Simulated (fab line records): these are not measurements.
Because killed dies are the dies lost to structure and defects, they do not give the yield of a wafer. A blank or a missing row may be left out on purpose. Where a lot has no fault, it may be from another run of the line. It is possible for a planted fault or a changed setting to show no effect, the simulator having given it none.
Matching of chambers -- flow n5 finfet -- ald sin-04 running N5_MOL_CONTACT_COAG_ALD_123: 4 sister chambers
The step deposits SiNx, target thk 5 nm, pulse time 1 s, purge time 2 s. 22 wafers are shown with their chamber, then 11 later ones without.

WAFERS, EACH WITH ITS CHAMBER
wafer,chamber,heater power w (W),precursor pulse height rel
L077.2,2,936,0.971
L077.3,1,858,0.984
L077.6,1,849,0.952
L081.1,1,849,0.975
L081.2,2,954,0.997
L081.6,0,784,1.011
L082.1,1,840,1.009
L082.3,2,930,1.032
L082.6,2,960,0.989
L083.1,3,803,1.044
L083.2,2,950,0.995
L083.3,1,829,0.990
L083.4,0,763,1.011
L083.5,1,866,1.022
L083.6,0,762,0.988
L084.1,0,779,1.008
L084.3,2,950,0.979
L084.5,2,943,1.007
L087.1,3,795,0.981
L087.2,2,933,1.018
L087.6,1,876,0.999
L088.1,0,751,0.983

SIGNATURES, as means of the wafers listed above
reading,chamber 0,chamber 1,chamber 2,chamber 3,scatter within a chamber
heater power w,767.80,852.43,944.50,799.00,13
precursor pulse height rel,1.00020,0.99014,0.99850,1.01250,0.022
Rule: for each reading, subtract the chamber's mean from the wafer's reading, divide by that reading's scatter and square the result; add these up over the readings and take the root, which gives the wafer's distance from the chamber. If the next closest chamber is less than 2 further off than the closest, the wafer can't be placed; otherwise it belongs to the closest. The scatter is the square root of a quotient: the sum, over the shown wafers, of each reading's squared deviation from its chamber's mean, divided by wafers minus chambers.

WAFERS MISSING THEIR CHAMBER
wafer,heater power w (W),precursor pulse height rel
L088.5,799,0.976
L088.6,786,0.987
L092.1,943,1.021
L092.2,805,0.987
L092.3,856,0.999
L092.4,812,0.992
L092.5,950,0.968
L092.6,838,1.029
L096.1,777,0.990
L096.5,806,1.002
L096.6,777,0.981

EACH ONE'S CHAMBER
wafer,from the rows above,in truth
L088.5,can't be placed: 3 or 0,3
L088.6,can't be placed: 0 or 3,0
L092.1,2,2
L092.2,can't be placed: 3 or 0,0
L092.3,1,1
L092.4,can't be placed: 3 or 1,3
L092.5,2,2
L092.6,can't be placed: 1 or 3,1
L096.1,can't be placed: 0 or 3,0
L096.5,3,3
L096.6,can't be placed: 0 or 3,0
Correctly placed: 4 of 11. From these rows, 7 cannot be placed; in 7 the true chamber is one of the candidates. Placed wrongly: 0.
